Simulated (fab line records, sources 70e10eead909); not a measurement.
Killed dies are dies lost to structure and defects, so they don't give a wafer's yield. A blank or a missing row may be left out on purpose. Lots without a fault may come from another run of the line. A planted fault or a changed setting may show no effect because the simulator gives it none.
Which tool did it? | flow nand_harc | 6 lots, 18 wafers sampled, at 3 steps of a route of 1302

WHAT THE GAUGES READ, wafer by wafer
NHARC_P_ZERO_WELL_INSPECT_43.
lot  | measured     | on                | raw_defect_count
L881 | day 2 13:50  | defect_inspect-01 | 22 9 13
L883 | day 3 09:25  | defect_inspect-02 | 12 8 7
L889 | day 5 21:34  | defect_inspect-02 | 597 656 657
L895 | day 8 09:38  | defect_inspect-01 | 13 11 14
L899 | day 10 01:30 | defect_inspect-01 | 14 18 5
L902 | day 11 07:38 | defect_inspect-01 | 15 17 16

WHICH TOOL RAN EACH LOT (tool, then ch and the chambers of the sampled wafers, then the start)
lot  | NHARC_P_ZERO_WELL_DESCUM_26       | NHARC_P_ZERO_WELL_PRECLEAN_68
L881 | rie_diel-05 ch 0,1,2, day 2 08:47 | wet_bench-05 ch 0,1,4, day 2 12:46
L883 | rie_diel-06 ch 0,2, day 3 04:37   | wet_bench-01 ch 0,4,5, day 3 08:22
L889 | rie_diel-05 ch 0,1,3, day 5 16:46 | wet_bench-03 ch 0,3,6, day 5 20:29
L895 | rie_diel-01 ch 0,2,3, day 8 04:48 | wet_bench-05 ch 1,4,5, day 8 08:34
L899 | rie_diel-05 ch 1,2,3, day 9 20:48 | wet_bench-05 ch 4,5,7, day 10 00:25
L902 | rie_diel-05 ch 0,2, day 11 02:50  | wet_bench-01 ch 0,2,4, day 11 06:35
- NHARC_P_ZERO_WELL_DESCUM_26: chemistry O2, time 3 s.
- NHARC_P_ZERO_WELL_PRECLEAN_68: cleans in SC1, time 60 s.

THE ANSWER, worked out from the rows above alone
Rule: what is usual is taken from the lots themselves. Put in order of their means at a reading, lots are off if they are a third of the lots or fewer, leave a main group of 4 or more, and stand apart from it by a gap of 3 or more times the standard deviation of the main group's means; of several such gaps the widest counts. A main group whose means are all the same, to the digits that the tables above print for the reading, isn't used. A lot without any number at a reading at which 4 lots or more have one is off too. The other lots that the step has rows for count as sound.
Off: L889, at NHARC_P_ZERO_WELL_INSPECT_43 (raw_defect_count). The main group: mean 13, standard deviation 2.4.
A tool fits if, at a process step before that reading, it ran every lot that is off, and no sound lot after the first of them. The gauges at NHARC_P_ZERO_WELL_INSPECT_43 are tried like those tools. Can't be told from this: 2 tools fit, wet_bench-03 at NHARC_P_ZERO_WELL_PRECLEAN_68, defect_inspect-02 at NHARC_P_ZERO_WELL_INSPECT_43.

WHAT THE SIMULATOR HAD PUT IN
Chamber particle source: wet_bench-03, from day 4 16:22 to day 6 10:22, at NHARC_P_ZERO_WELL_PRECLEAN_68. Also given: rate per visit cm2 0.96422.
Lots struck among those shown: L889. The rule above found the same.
